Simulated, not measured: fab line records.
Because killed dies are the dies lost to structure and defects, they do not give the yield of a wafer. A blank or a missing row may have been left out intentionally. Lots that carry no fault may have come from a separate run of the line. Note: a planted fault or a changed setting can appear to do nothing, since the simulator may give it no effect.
What tool caused it?    flow nand-harc    69 wafers from 23 lots sampled at 6 of the route's 1302 steps

## WHAT THE GAUGES SHOWED, per wafer
The record holds no reading of a measuring or inspecting step that can be judged against a usual standard deviation.

## WHICH TOOL RAN EACH LOT (tool, then ch and the chambers of the sampled wafers, then the start)
lot   NHARC_A_STAIRCASE_TRIM_189                     NHARC_A_STAIRCASE_ETCH_192                     NHARC_A_STAIRCASE_TRIM_220          NHARC_A_STAIRCASE_TRIM_222      NHARC_A_STAIRCASE_ETCH_236      NHARC_A_STAIRCASE_STRIP_274
L075  rie-diel-06 ch 1,2,3, day 16 03:50 or earlier  rie-diel-06 ch 1,3, day 16 03:50 or earlier    rie-diel-06 ch 0,1,3, day 16 03:50  rie-diel-06 ch 1,3, no start    rie-diel-13 ch 0,2, no start    rie-diel-06 ch 0,2, no start
L074  rie-diel-06 ch 0,2, day 16 11:15 or earlier    rie-diel-06 ch 0,2,3, day 16 11:15 or earlier  rie-diel-09 ch 2,3, day 16 11:15    rie-diel-09 ch 0,1,2, no start  rie-diel-09 ch 1,3, no start    rie-diel-09 ch 1,2,3, no start
L076  rie-diel-13 ch 2,3, day 16 23:17 or earlier    rie-diel-13 ch 0,3, day 16 23:17 or earlier    rie-diel-06 ch 0,1,3, day 16 23:17  rie-diel-06 ch 0,2,3, no start  rie-diel-13 ch 2,3, no start    rie-diel-09 ch 0,1,2, no start
L077  rie-diel-06 ch 0,2,3, day 17 06:49 or earlier  rie-diel-06 ch 0,2,3, day 17 06:49 or earlier  rie-diel-06 ch 0,1,3, day 17 06:49  rie-diel-06 ch 1,2, no start    rie-diel-13 ch 1,3, no start    rie-diel-13 ch 0,2,3, no start
L078  rie-diel-09 ch 0,1,2, day 17 19:30 or earlier  rie-diel-09 ch 0,2,3, day 17 19:30 or earlier  rie-diel-13 ch 0,2,3, day 17 19:30  rie-diel-13 ch 0,2,3, no start  rie-diel-06 ch 0,1,3, no start  rie-diel-06 ch 1,2,3, no start
L079  rie-diel-09 ch 2,3, day 17 20:02 or earlier    rie-diel-09 ch 2,3, day 17 20:02 or earlier    rie-diel-06 ch 0,3, day 17 20:02    rie-diel-06 ch 2,3, no start    rie-diel-06 ch 1,2,3, no start  rie-diel-06 ch 0,2, no start
L081  rie-diel-06 ch 0,1,3, day 19 02:16 or earlier  rie-diel-06 ch 1,2,3, day 19 02:16 or earlier  rie-diel-09 ch 0,2,3, day 19 02:16  rie-diel-09 ch 0,1,3, no start  rie-diel-06 ch 0,2,3, no start  rie-diel-09 ch 0,1,2, no start
L080  rie-diel-06 ch 1,2,3, day 19 02:51 or earlier  rie-diel-06 ch 0,2,3, day 19 02:51 or earlier  rie-diel-09 ch 0,2,3, day 19 02:51  rie-diel-09 ch 0,1,3, no start  rie-diel-06 ch 0,1,2, no start  rie-diel-13 ch 1,2,3, no start
L082  rie-diel-13 ch 0,1, day 19 15:41 or earlier    rie-diel-13 ch 1,2, day 19 15:41 or earlier    rie-diel-09 ch 0,1, day 19 15:41    rie-diel-09 ch 0,1,3, no start  rie-diel-09 ch 1,2, no start    rie-diel-13 ch 1,2, no start
L084  rie-diel-13 ch 0,1,3, day 20 10:54 or earlier  rie-diel-13 ch 0,1,3, day 20 10:54 or earlier  rie-diel-06 ch 0,1,2, day 20 10:54  rie-diel-06 ch 2,3, no start    rie-diel-09 ch 0,1,2, no start  rie-diel-09 ch 1,3, no start
L085  rie-diel-13 ch 0,1,2, day 20 16:31 or earlier  rie-diel-13 ch 0,1,2, day 20 16:31 or earlier  rie-diel-06 ch 0,2,3, day 20 16:31  rie-diel-06 ch 0,2,3, no start  rie-diel-06 ch 0,1,2, no start  rie-diel-06 ch 0,1,3, no start
L086  rie-diel-09 ch 0,1,2, day 20 21:43 or earlier  rie-diel-09 ch 0,3, day 20 21:43 or earlier    rie-diel-06 ch 1,2, day 20 21:43    rie-diel-06 ch 1,2,3, no start  rie-diel-06 ch 0,1,2, no start  rie-diel-13 ch 0,1,2, no start
L089  rie-diel-06 ch 0,1,2, day 21 22:56 or earlier  rie-diel-06 ch 0,1,3, day 21 22:56 or earlier  rie-diel-13 ch 0,1,2, day 21 22:56  rie-diel-13 ch 0,1,3, no start  rie-diel-06 ch 0,1,3, no start  rie-diel-06 ch 1,2,3, no start
L088  rie-diel-13 ch 0,1,3, day 21 23:41 or earlier  rie-diel-13 ch 0,3, day 21 23:41 or earlier    rie-diel-06 ch 0,1,3, day 21 23:41  rie-diel-06 ch 0,1, no start    rie-diel-13 ch 1,2, no start    rie-diel-13 ch 0,2,3, no start
L087  rie-diel-06 ch 0,2,3, day 22 12:28 or earlier  rie-diel-06 ch 1,2, day 22 12:28 or earlier    rie-diel-13 ch 1,2, day 22 12:28    rie-diel-13 ch 0,1, no start    rie-diel-13 ch 1,2,3, no start  rie-diel-06 ch 0,2,3, no start
L090  rie-diel-13 ch 0,1, day 22 19:21 or earlier    rie-diel-13 ch 0,2,3, day 22 19:21 or earlier  rie-diel-09 ch 0,1,3, day 22 19:21  rie-diel-09 ch 1,2, no start    rie-diel-06 ch 0,2,3, no start  rie-diel-13 ch 0,3, no start
L091  rie-diel-09 ch 0,1,2, day 23 08:10 or earlier  rie-diel-09 ch 2,3, day 23 08:10 or earlier    rie-diel-13 ch 0,2, day 23 08:10    rie-diel-13 ch 0,1,2, no start  rie-diel-13 ch 1,2,3, no start  rie-diel-13 ch 1,2,3, no start
L092  rie-diel-13 ch 1,2, day 23 18:58 or earlier    rie-diel-13 ch 0,2,3, day 23 18:58 or earlier  rie-diel-06 ch 0,1,2, day 23 18:58  rie-diel-06 ch 0,1,2, no start  rie-diel-09 ch 0,2,3, no start  rie-diel-06 ch 0,1,2, no start
L093  rie-diel-13 ch 2,3, day 24 12:55 or earlier    rie-diel-13 ch 1,2,3, day 24 12:55 or earlier  rie-diel-06 ch 0,1, day 24 12:55    rie-diel-06 ch 0,1,2, no start  rie-diel-09 ch 1,3, no start    rie-diel-06 ch 1,2, no start
L094  rie-diel-13 ch 1,2,3, day 24 13:04 or earlier  rie-diel-13 ch 1,3, day 24 13:04 or earlier    rie-diel-09 ch 0,1,3, day 24 13:04  rie-diel-09 ch 0,2,3, no start  rie-diel-09 ch 0,1,2, no start  rie-diel-13 ch 0,1,3, no start
L095  rie-diel-09 ch 0,2,3, day 24 18:52 or earlier  rie-diel-09 ch 2,3, day 24 18:52 or earlier    rie-diel-06 ch 0,1,2, day 24 18:52  rie-diel-06 ch 0,2, no start    rie-diel-09 ch 1,3, no start    rie-diel-09 ch 0,2,3, no start
L097  rie-diel-06 ch 0,1,3, day 25 08:33 or earlier  rie-diel-06 ch 0,1,2, day 25 08:33 or earlier  rie-diel-09 ch 1,2,3, day 25 08:33  rie-diel-09 ch 0,1,3, no start  rie-diel-13 ch 0,2,3, no start  rie-diel-13 ch 0,1,3, no start
L096  rie-diel-13 ch 0,1, day 25 10:27 or earlier    rie-diel-13 ch 0,1, day 25 10:27 or earlier    rie-diel-06 ch 1,2,3, day 25 10:27  rie-diel-06 ch 0,1, no start    rie-diel-06 ch 1,2, no start    rie-diel-09 ch 0,1,2, no start
- NHARC_A_STAIRCASE_TRIM_189: chemistry O2, time 211.2 s.
- NHARC_A_STAIRCASE_ETCH_192: etches the open film in C4F8/O2, target depth 100 nm, time 40.5 s.
- NHARC_A_STAIRCASE_TRIM_220: chemistry O2, time 211.2 s.
- NHARC_A_STAIRCASE_TRIM_222: chemistry O2, time 211.2 s.
- NHARC_A_STAIRCASE_ETCH_236: etches the open film in C4F8/O2, target depth 100 nm, time 40.5 s.
- NHARC_A_STAIRCASE_STRIP_274: strips in O2.

## WHAT THE TOOLS THEMSELVES READ (means of the sampled wafers that have a number; where no wafer has one, the mark that the record gives instead)
NHARC_A_STAIRCASE_TRIM_189.
lot   tool         drypump-motor-current-A (A)  oes-product-au (a.u.)  rf-vpp-V (V)  showerhead-plenum-p-Torr (Torr)  throttle-valve-pct (%)
L075  rie-diel-06  5.3                          1.004                  56.2          3.52                             17.039
L074  rie-diel-06  5.7                          0.992                  58.2          3.43                             17.035
L076  rie-diel-13  5.6                          0.997                  58.2          3.70                             17.038
L077  rie-diel-06  5.5                          0.988                  57.4          3.39                             17.033
L078  rie-diel-09  5.6                          1.009                  57.7          3.51                             17.030
L079  rie-diel-09  5.1                          1.007                  58.0          3.34                             17.034
L081  rie-diel-06  5.4                          0.993                  58.0          3.51                             17.039
L080  rie-diel-06  5.3                          0.998                  58.6          3.51                             17.035
L082  rie-diel-13  6.2                          1.000                  57.9          3.64                             17.039
L084  rie-diel-13  6.1                          0.991                  58.2          3.68                             17.046
L085  rie-diel-13  6.0                          0.999                  57.6          3.64                             17.042
L086  rie-diel-09  5.6                          1.005                  58.0          3.50                             17.038
L089  rie-diel-06  5.7                          1.019                  57.4          3.53                             17.035
L088  rie-diel-13  6.1                          1.004                  59.4          3.68                             17.037
L087  rie-diel-06  5.5                          1.000                  57.0          3.37                             17.037
L090  rie-diel-13  6.3                          1.004                  57.4          3.62                             17.038
L091  rie-diel-09  5.6                          0.993                  58.6          3.67                             17.031
L092  rie-diel-13  6.1                          1.006                  57.4          3.62                             17.037
L093  rie-diel-13  5.7                          0.997                  58.8          3.72                             17.037
L094  rie-diel-13  5.9                          0.994                  58.2          3.67                             17.040
L095  rie-diel-09  5.3                          0.979                  59.1          3.66                             17.025
L097  rie-diel-06  5.4                          1.004                  57.8          3.48                             17.039
L096  rie-diel-13  6.3                          1.018                  57.8          3.61                             17.032

NHARC_A_STAIRCASE_ETCH_192.
lot   tool         oes-product-au (a.u.)  rf-vpp-V (V)
L075  rie-diel-06  0.944                  895
L074  rie-diel-06  0.943                  892
L076  rie-diel-13  0.945                  904
L077  rie-diel-06  0.941                  891
L078  rie-diel-09  0.945                  895
L079  rie-diel-09  0.943                  892
L081  rie-diel-06  0.931                  895
L080  rie-diel-06  0.929                  891
L082  rie-diel-13  0.937                  900
L084  rie-diel-13  0.948                  903
L085  rie-diel-13  0.944                  900
L086  rie-diel-09  0.949                  901
L089  rie-diel-06  0.951                  894
L088  rie-diel-13  0.935                  902
L087  rie-diel-06  0.955                  896
L090  rie-diel-13  0.944                  902
L091  rie-diel-09  0.935                  898
L092  rie-diel-13  0.948                  901
L093  rie-diel-13  0.936                  902
L094  rie-diel-13  0.942                  900
L095  rie-diel-09  0.937                  901
L097  rie-diel-06  0.948                  894
L096  rie-diel-13  0.964                  900

NHARC_A_STAIRCASE_TRIM_220.
lot   tool         drypump-motor-current-A (A)  oes-product-au (a.u.)  rf-vpp-V (V)  showerhead-plenum-p-Torr (Torr)  throttle-valve-pct (%)
L075  rie-diel-06  5.4                          0.993                  58.3          3.52                             17.038
L074  rie-diel-09  5.1                          0.994                  56.8          3.42                             17.039
L076  rie-diel-06  5.4                          0.991                  57.5          3.51                             17.034
L077  rie-diel-06  5.4                          0.991                  58.1          3.51                             17.038
L078  rie-diel-13  5.8                          0.998                  57.4          3.70                             17.044
L079  rie-diel-06  5.2                          0.981                  57.7          3.36                             17.044
L081  rie-diel-09  5.3                          0.999                  56.8          3.50                             17.030
L080  rie-diel-09  5.3                          1.003                  57.5          3.50                             17.044
L082  rie-diel-09  6.0                          0.994                  58.3          3.58                             17.046
L084  rie-diel-06  5.7                          1.017                  58.0          3.54                             17.040
L085  rie-diel-06  5.5                          1.000                  57.5          3.38                             17.035
L086  rie-diel-06  5.5                          1.006                  58.8          3.66                             17.035
L089  rie-diel-13  5.9                          1.002                  57.8          3.63                             17.031
L088  rie-diel-06  5.4                          0.997                  57.3          3.49                             17.039
L087  rie-diel-13  6.1                          1.007                  57.8          3.62                             17.044
L090  rie-diel-09  5.7                          0.995                  58.1          3.56                             17.042
L091  rie-diel-13  5.8                          1.018                  58.2          3.62                             17.032
L092  rie-diel-06  5.7                          1.007                  57.9          3.52                             17.038
L093  rie-diel-06  5.6                          1.024                  58.4          3.64                             17.042
L094  rie-diel-09  5.7                          0.996                  58.5          3.55                             17.035
L095  rie-diel-06  5.7                          1.007                  57.3          3.52                             17.039
L097  rie-diel-09  5.5                          1.004                  57.4          3.57                             17.048
L096  rie-diel-06  5.3                          0.992                  58.0          3.48                             17.036

NHARC_A_STAIRCASE_TRIM_222.
lot   tool         drypump-motor-current-A (A)  oes-product-au (a.u.)  rf-vpp-V (V)  showerhead-plenum-p-Torr (Torr)  throttle-valve-pct (%)
L075  rie-diel-06  5.2                          1.013                  57.8          3.64                             17.038
L074  rie-diel-09  5.6                          1.007                  56.9          3.52                             17.033
L076  rie-diel-06  5.5                          0.998                  57.7          3.39                             17.036
L077  rie-diel-06  5.5                          1.003                  58.1          3.55                             17.045
L078  rie-diel-13  5.8                          0.997                  58.3          3.70                             17.038
L079  rie-diel-06  5.0                          0.986                  57.5          3.36                             17.035
L081  rie-diel-09  5.7                          0.992                  58.3          3.57                             17.042
L080  rie-diel-09  5.7                          1.000                  58.0          3.57                             17.035
L082  rie-diel-09  5.7                          0.984                  57.2          3.57                             17.034
L084  rie-diel-06  5.1                          0.984                  57.5          3.35                             17.031
L085  rie-diel-06  5.4                          0.996                  57.3          3.38                             17.031
L086  rie-diel-06  5.3                          1.004                  57.7          3.50                             17.029
L089  rie-diel-13  6.1                          1.002                  58.8          3.68                             17.030
L088  rie-diel-06  5.6                          1.020                  57.3          3.65                             17.035
L087  rie-diel-13  6.3                          1.005                  58.7          3.62                             17.035
L090  rie-diel-09  5.8                          1.005                  57.9          3.59                             17.036
L091  rie-diel-13  6.0                          1.005                  57.9          3.62                             17.035
L092  rie-diel-06  5.6                          1.025                  57.3          3.52                             17.030
L093  rie-diel-06  5.7                          1.006                  56.9          3.52                             17.033
L094  rie-diel-09  5.3                          0.985                  58.4          3.66                             17.040
L095  rie-diel-06  5.9                          1.012                  56.9          3.39                             17.036
L097  rie-diel-09  5.7                          0.997                  57.5          3.55                             17.030
L096  rie-diel-06  5.6                          1.016                  58.4          3.63                             17.036

NHARC_A_STAIRCASE_ETCH_236.
lot   tool         oes-product-au (a.u.)  rf-vpp-V (V)
L075  rie-diel-13  0.932                  901
L074  rie-diel-09  0.931                  896
L076  rie-diel-13  0.932                  904
L077  rie-diel-13  0.948                  904
L078  rie-diel-06  0.943                  895
L079  rie-diel-06  0.932                  895
L081  rie-diel-06  0.935                  891
L080  rie-diel-06  0.952                  896
L082  rie-diel-09  0.938                  890
L084  rie-diel-09  0.943                  895
L085  rie-diel-06  0.951                  896
L086  rie-diel-06  0.957                  895
L089  rie-diel-06  0.943                  895
L088  rie-diel-13  0.937                  899
L087  rie-diel-13  0.938                  901
L090  rie-diel-06  0.935                  890
L091  rie-diel-13  0.926                  902
L092  rie-diel-09  0.934                  902
L093  rie-diel-09  0.949                  894
L094  rie-diel-09  0.936                  901
L095  rie-diel-09  0.939                  894
L097  rie-diel-13  0.963                  901
L096  rie-diel-06  0.958                  899

NHARC_A_STAIRCASE_STRIP_274.
lot   tool         drypump-motor-current-A (A)  oes-product-au (a.u.)  rf-vpp-V (V)  showerhead-plenum-p-Torr (Torr)  throttle-valve-pct (%)
L075  rie-diel-06  5.9                          0.997                  58.2          3.42                             17.038
L074  rie-diel-09  5.5                          1.000                  57.5          3.42                             17.036
L076  rie-diel-09  5.6                          1.008                  57.7          3.51                             17.039
L077  rie-diel-13  5.8                          0.990                  58.0          3.70                             17.033
L078  rie-diel-06  5.3                          0.998                  57.6          3.51                             17.034
L079  rie-diel-06  5.8                          1.001                  57.5          3.42                             17.030
L081  rie-diel-09  5.6                          1.000                  57.9          3.51                             17.033
L080  rie-diel-13  5.9                          1.002                  57.7          3.69                             17.037
L082  rie-diel-13  6.1                          0.994                  57.8          3.63                             17.046
L084  rie-diel-09  5.8                          0.999                  57.7          3.48                             17.038
L085  rie-diel-06  5.4                          1.001                  57.6          3.50                             17.033
L086  rie-diel-13  5.9                          1.000                  57.7          3.63                             17.027
L089  rie-diel-06  5.2                          1.009                  57.6          3.50                             17.033
L088  rie-diel-13  5.8                          0.999                  58.1          3.68                             17.038
L087  rie-diel-06  5.5                          0.991                  57.0          3.37                             17.042
L090  rie-diel-13  6.0                          1.009                  58.5          3.68                             17.039
L091  rie-diel-13  5.9                          0.998                  57.3          3.67                             17.040
L092  rie-diel-06  5.7                          1.021                  57.5          3.52                             17.029
L093  rie-diel-06  5.5                          1.004                  57.7          3.52                             17.041
L094  rie-diel-13  6.1                          1.011                  58.7          3.67                             17.030
L095  rie-diel-09  5.3                          0.990                  58.9          3.65                             17.034
L097  rie-diel-13  6.1                          1.009                  57.6          3.66                             17.034
L096  rie-diel-09  5.6                          1.000                  57.8          3.66                             17.033

## THE ANSWER, worked out from the rows above alone
Rule: usual is defined by the lots themselves. The widest of any qualifying gaps counts: lots, ordered by their means at a reading, are off when they make up no more than a third of the lots, leave a main group of 4 or more, and stand apart from it by 3 or more times the standard deviation of that group's means. A main group is skipped when, at the precision printed for the reading in the tables above, its means are all equal. Also off: a lot with no number at a reading for which 4 or more lots have one. All remaining lots with rows at the step are treated as sound. The gauges are gone through in route order, then the tools' own readings, and for those a lot's mean is taken as printed above. At the first step where some lot is off, the reading lying furthest off is the one used; lots without a number count as furthest.
Across all readings shown, no lot is off: no conclusion can be drawn from this.

## WHAT THE SIMULATOR PUT IN
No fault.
